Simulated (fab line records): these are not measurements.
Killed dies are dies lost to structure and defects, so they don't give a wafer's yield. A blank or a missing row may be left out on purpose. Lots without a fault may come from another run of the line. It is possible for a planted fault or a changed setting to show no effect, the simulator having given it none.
Chamber matching ; flow nand harc ; 3 sister chambers for NHARC_A_CONTACT_DEP_29 on pecvd-04
The step deposits SiON, target thk 100 nm. 3 wafers are shown with their chamber, then 8 later ones without.

WAFERS, EACH WITH ITS CHAMBER
wafer;chamber;susceptor temp C (C)
L083.5;1;400.08
L085.4;0;400.12
L087.1;2;399.92

WAFERS WITH NO CHAMBER GIVEN
wafer;susceptor temp C (C)
L087.2;399.87
L087.4;399.80
L093.1;399.92
L093.4;399.79
L093.5;399.73
L095.1;400.08
L095.3;399.96
L095.5;400.11

WHICH CHAMBER EACH ONE RAN IN
wafer;from the rows above;in truth
L087.2;can't be placed: 2 or 1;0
L087.4;can't be placed: 2 or 1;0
L093.1;can't be placed: 2 or 1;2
L093.4;can't be placed: 2 or 1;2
L093.5;can't be placed: 2 or 1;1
L095.1;can't be placed: 1 or 0 or 2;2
L095.3;can't be placed: 2 or 1 or 0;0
L095.5;can't be placed: 0 or 1 or 2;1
0 of 8 placed correctly. Cannot be placed on the basis of these rows: 8; the candidates contain the true chamber in 6. Number placed wrongly: 0.
How it was worked out, from the rows above alone: a wafer's distance from a chamber is the root of the sum, over the readings, of the square of ((its reading less the chamber's mean) divided by the reading's scatter). The wafer belongs to the nearest chamber; if the next one is less than 2 further off, it can't be placed. Each chamber's mean is taken over the wafers shown for it. The scatter (one wafer shown for each chamber): square how far every hidden wafer sits from the nearest shown wafer, average those squares and take the square root.
